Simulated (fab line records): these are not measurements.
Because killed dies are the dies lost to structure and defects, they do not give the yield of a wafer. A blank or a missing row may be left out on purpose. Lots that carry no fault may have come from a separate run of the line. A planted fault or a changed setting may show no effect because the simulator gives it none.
3 desks looking at one fault	flow n5Finfet	what lay behind the numbers comes last; until then each desk has only its own

== THE DEFECT DESK ==
Counts from the inspections along the route, per lot, as means over the sampled wafers that have a number. If a lot's mean is further than 4 standard deviations from the usual mean, the lot is out of limits and carries the mark OUT (the distance appears in the brackets).
Columns: A = rawDefectCount at N5_BEOL_M1_INSPECT_13, usual 417
lot	first seen here	A
L850	day 6 21:26	485
L851	day 7 02:33	421
L856	day 8 13:38	320
L858	day 9 04:49	407
L857	day 9 10:35	1259 (+7.7) OUT
L863	day 10 03:19	1016 (+5.4) OUT
L865	day 10 22:10	495
L867	day 11 05:19	362
L869	day 11 12:21	491
This desk's verdict: out of limits on L857, L863, starting with L857 at day 9 10:35 (rawDefectCount at N5_BEOL_M1_INSPECT_13). Within limits: L850, L851, L856, L858, L865, L867, L869.

== THE METROLOGY DESK ==
Means of the sampled wafers that have a number, per lot and without regard to the tool the lot ran on: this is what the gauges read. If a lot's mean is further than 4 standard deviations from the usual mean, the lot is out of limits and carries the mark OUT (the distance appears in the brackets). It has 11 readings; the 7 that lie furthest out on some lot are the ones shown.
Columns: A = M0_RS at N5_BEOL_M0_RS_MEAS_126, usual 0.529 ohm/sq; B = DIBL_N at N5_BEOL_M4_RC_MEAS_101, usual 36.9 mV/V; C = DIBL_P at N5_BEOL_M4_RC_MEAS_101, usual 36.7 mV/V; D = ION_N at N5_BEOL_M4_RC_MEAS_101, usual 674 uA/um; E = ION_P at N5_BEOL_M4_RC_MEAS_101, usual 461 uA/um; F = SS_P at N5_BEOL_M4_RC_MEAS_101, usual 73.4 mV/dec; G = VT_P at N5_BEOL_M4_RC_MEAS_101, usual -250 mV
lot	first seen here	A	B	C	D	E	F	G
L850	day 6 19:40	0.524	34.4	33.6	658	451	72.6	-252
L851	day 7 00:12	0.516	38.3	39.8	679	461	74.2	-250
L856	day 8 12:05	0.545	34.9	35.1	664	460	72.4	-250
L858	day 9 01:30	0.526	35.3	34.6	663	461	72.4	-249
L857	day 9 09:28	0.531	39.1	37.7	685	464	74.1	-250
L863	day 10 02:28	0.521	37.1	36.7	665	455	72.8	-252
L865	day 10 21:12	0.539	36.1	34.9	677	470	73.0	-245
L867	day 11 03:40	0.505	35.9	37.4	682	463	73.4	-249
L869	day 11 09:59	0.528	37.1	38.0	679	471	73.9	-246
This desk's verdict: no lot among the 9 shows anything out of limits.

== THE TOOL OWNER'S DESK: pecvd-03 ==
The tool's own readings at N5_BEOL_M1_ILD_DEP_00 (deposits SiOC from DEMS/O2, target thk 79 nm, time 15.3 s): means of the sampled wafers that have a number, for each lot that ran on this tool. If a lot's mean is further than 4 standard deviations from the usual mean, the lot is out of limits and carries the mark OUT (the distance appears in the brackets).
Columns: A = heaterPowerOuterW at N5_BEOL_M1_ILD_DEP_00, usual 249 W; B = heaterPowerW at N5_BEOL_M1_ILD_DEP_00, usual 469 W; C = showerheadPlenumPTorr at N5_BEOL_M1_ILD_DEP_00, usual 5.700 Torr; D = susceptorTempC at N5_BEOL_M1_ILD_DEP_00, usual 350.01 C; E = throttleValvePct at N5_BEOL_M1_ILD_DEP_00, usual 12.0 %
lot	first seen here	A	B	C	D	E
L851	day 7 00:16	219	401	5.702	350.25	11.4
L856	day 8 12:09	237	453	5.705	349.84	12.1
L858	day 9 01:34	224	396	5.686	350.24	12.1
L857	day 9 09:31	244	429	5.692	349.91	12.2
L863	day 10 02:32	233	431	5.701	349.98	12.1
This desk's verdict: no lot among the 5 shows anything out of limits.

== BROUGHT TOGETHER ==
The defect desk could have raised an alarm at day 9 10:35, on L857, L863.
At the metrology desk, nothing out of limits was observed.
The desk of the tool owner found nothing out of limits.
The metrology desk has L857, L863 on record, within its limits.
On record at the tool owner's desk: L857, L863, within its limits.
Every lot named ran N5_BEOL_M1_ILD_DEP_00 on pecvd-03.

== WHAT THE SIMULATOR PUT IN ==
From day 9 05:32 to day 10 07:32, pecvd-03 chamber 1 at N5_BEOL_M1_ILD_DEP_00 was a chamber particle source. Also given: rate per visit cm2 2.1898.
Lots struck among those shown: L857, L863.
Hours from the fault's start to each desk's first reading out of limits: the defect desk, 5.
